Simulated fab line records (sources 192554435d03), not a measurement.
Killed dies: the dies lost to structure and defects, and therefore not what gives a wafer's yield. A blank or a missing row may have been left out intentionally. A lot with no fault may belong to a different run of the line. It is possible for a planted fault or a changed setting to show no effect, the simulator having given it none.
Lot-split experiment	flow n5-finfet	route with 1938 steps; 7 lots, 21 wafers read

SPLIT DETAILS
At N5_BEOL_M12_COAT_66 (time 60 s, resist thk 110 nm), the setting spin-rpm was moved away from the recipe's 1500 rpm on 6 of the 21 wafers read, by +4.6% to +10.7%. This setting was run at the recipe's value on the other wafers.

FROM THE SPLIT TO THE READING: what the file shows between them, 4 steps
- N5_BEOL_M12_COAT_22: resist thk 300 nm
- N5_BEOL_M12_EBR_24
- N5_BEOL_M12_DESCUM_33: chemistry O2, time 7.9 s
- N5_BEOL_M12_ETCH_67: etches SiARC in CF4, target depth 143 nm, time 238.3 s

THE READING
SiARC_of_BEOL_M12_COAT_66.thk-nm (the simulator's own value, which no gauge read), in nm, at N5_BEOL_M12_ETCH_68 (etches SOC in N2/H2, time 285 s). There is no usual value for it anywhere in the file. Across the 15 wafers here that went through the recipe, the average is 85.8 nm and the standard deviation 0.63 nm.

wafer	tool, chamber at the split	spin-rpm as run, rpm	against the recipe	SiARC_of_BEOL_M12_COAT_66.thk-nm, nm	against lot-mates on the recipe
L083.2	litho-track-03, 0	1500	recipe	86.6	-
L083.3	litho-track-03, 0	1500	recipe	86.2	-
L083.4	litho-track-03, 0	1500	recipe	86.8	-
L086.2	litho-track-01, 0	1500	recipe	85.8	-
L086.3	litho-track-01, 0	1500	recipe	84.6	-
L086.6	litho-track-01, 0	1500	recipe	86	-
L088.2	litho-track-02, 0	1500	recipe	85.8	-
L088.3	litho-track-02, 0	1500	recipe	86	-
L088.6	litho-track-02, 0	1569	+4.6%	83.2	-2.7
L090.4	litho-track-02, 0	1500	recipe	86.4	-
L090.5	litho-track-02, 0	1500	recipe	86.2	-
L090.6	litho-track-02, 0	1500	recipe	85.8	-
L092.2	litho-track-03, 0	1595	+6.3%	82.8	-3.1
L092.3	litho-track-03, 0	1500	recipe	85.8	-
L092.5	litho-track-03, 0	1500	recipe	86	-
L094.1	litho-track-02, 0	1597	+6.5%	82.4	-2.6
L094.2	litho-track-02, 0	1500	recipe	85	-
L094.3	litho-track-02, 0	1597	+6.5%	81.6	-3.4
L096.3	litho-track-02, 0	1500	recipe	84.6	-
L096.4	litho-track-02, 0	1660	+10.7%	80.8	-3.8
L096.5	litho-track-02, 0	1660	+10.7%	80	-4.6

THE FIT
A straight line over all 21 wafers: SiARC_of_BEOL_M12_COAT_66.thk-nm changes by -0.527 nm for each +1% of spin-rpm; r = -0.96; the points scatter about the line by 0.61 nm.
The same after taking each lot's own level away (the mean of its wafers on the recipe; 21 wafers): -0.425 nm for each +1%; r = -0.97; scatter 0.41 nm.
According to that fit, moving spin-rpm by its largest amount changes the reading by 4.5 nm.
From 84.60 to 86.53 nm: that is the span of the lots' own levels, equal to 3.1 times the standard deviation above.
So the lot-to-lot level changes the slope: the two fits differ.
Check: with one of the wafers moved furthest among these (+10.7%) left out of the fit, the line predicts -4.93 nm for it against its lot-mates. It came out at -3.8 nm against them.

THE WHOLE CHAIN: every reading that the file lists as answering this split, in the file's order
step	what it does	reading	change (the file's fit)	r (the file's)
N5_BEOL_M12_COAT_66	time 60 s, resist thk 110 nm	SiARC_of_BEOL_M12_COAT_66.thk-nm (the simulator's own value, which no gauge read)	-0.49 nm for each +1% of the setting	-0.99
N5_BEOL_M12_ETCH_67	etches SiARC in CF4, target depth 143 nm, time 238.3 s	etch.depth-nm (the simulator's own value, which no gauge read)	-0.491 nm for each +1% of the setting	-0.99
N5_BEOL_M12_ETCH_67	etches SiARC in CF4, target depth 143 nm, time 238.3 s	coat_of_BEOL_M12_COAT_22.thk-nm (the simulator's own value, which no gauge read)	+0.26 nm for each +1% of the setting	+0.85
N5_BEOL_M12_ETCH_68	etches SOC in N2/H2, time 285 s	SiARC_of_BEOL_M12_COAT_66.thk-nm (the simulator's own value, which no gauge read)	-0.444 nm for each +1% of the setting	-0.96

FILE'S OWN FIT
SiARC_of_BEOL_M12_COAT_66.thk-nm changes by -0.444 nm for each +1% of spin-rpm, r = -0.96.
